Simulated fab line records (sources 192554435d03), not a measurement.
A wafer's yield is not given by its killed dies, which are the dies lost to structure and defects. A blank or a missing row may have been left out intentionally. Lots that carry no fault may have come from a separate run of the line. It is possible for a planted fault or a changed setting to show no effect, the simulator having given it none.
3 desks looking at one fault | flow n5 finfet | every desk sees just its own numbers, and what lay behind them comes last

== FROM THE METROLOGY DESK ==
What the gauges read, lot by lot, whatever tool the lot ran on: means of the sampled wafers that have a number. A lot is out of limits, marked OUT, if its mean lies more than 4 standard deviations from the usual mean; the brackets give that distance.
Columns: A = cd nm at N5_SD_EPI_N_CD_MEAS_09, usual 119.8 nm; B = SD_N_BLK_OVL at N5_SD_EPI_N_OVL_MEAS_10, usual -0.5 nm
lot  | first seen here | A     | B
L596 | day 4 20:10     | 119.2 | -1.3
L601 | day 5 23:57     | 120.1 | 0.2
L607 | day 7 14:17     | 120.8 | -1.0
L609 | day 8 02:16     | 120.2 | -1.1
L612 | day 8 20:14     | 118.9 | -0.2
This desk's finding: nothing out of limits on any of the 5 lots.

== THE DEFECT DESK ==
Per lot, the means of the sampled wafers with a number show what the inspections along the route counted. A lot is out of limits, marked OUT, if its mean lies more than 4 standard deviations from the usual mean; the brackets give that distance.
Columns: A = raw defect count at N5_SD_EPI_N_INSPECT_11, usual 2.1
lot  | first seen here | A
L596 | day 4 20:13     | 0.7
L601 | day 6 00:00     | 2.7
L607 | day 7 14:21     | 3.3
L609 | day 8 02:19     | 1.3
L612 | day 8 20:18     | 3.3
This desk's finding: nothing out of limits on any of the 5 lots.

== THE TOOL OWNER'S DESK: rie diel-05 ==
The tool's own readings at N5_SD_EPI_N_ETCHBACK_44 (etches SiNx in CH3F/O2, stops on SiO2, target depth 14.5 nm): means of the sampled wafers that have a number, for each lot that ran on this tool. A lot is out of limits, marked OUT, if its mean lies more than 4 standard deviations from the usual mean; the brackets give that distance.
Columns: A = drypump motor current A at N5_SD_EPI_N_ETCHBACK_44, usual 5.8 A; B = mfc ar sccm at N5_SD_EPI_N_ETCHBACK_44, usual 150.0 sccm; C = oes_ar_750_au at N5_SD_EPI_N_ETCHBACK_44, usual 0.80 a.u.; D = oes product au at N5_SD_EPI_N_ETCHBACK_44, usual 0.68 a.u.; E = rf vpp V at N5_SD_EPI_N_ETCHBACK_44, usual 298 V; F = showerhead plenum p Torr at N5_SD_EPI_N_ETCHBACK_44, usual 2.04 Torr; G = throttle valve pct at N5_SD_EPI_N_ETCHBACK_44, usual 16.29 %
lot  | first seen here | A   | B     | C    | D    | E   | F    | G
L596 | day 4 20:40     | 5.6 | 150.3 | 0.91 | 0.77 | 297 | 2.05 | 16.10
L607 | day 7 14:47     | 5.6 | 150.2 | 0.82 | 0.67 | 297 | 2.05 | 16.22
This desk's finding: nothing out of limits on any of the 2 lots.

== ALL TOGETHER ==
Metrology desk: nothing out of limits seen.
Nothing the defect desk looked at was out of limits.
The desk of the tool owner found nothing out of limits.

== WHAT THE SIMULATOR HAD PUT IN ==
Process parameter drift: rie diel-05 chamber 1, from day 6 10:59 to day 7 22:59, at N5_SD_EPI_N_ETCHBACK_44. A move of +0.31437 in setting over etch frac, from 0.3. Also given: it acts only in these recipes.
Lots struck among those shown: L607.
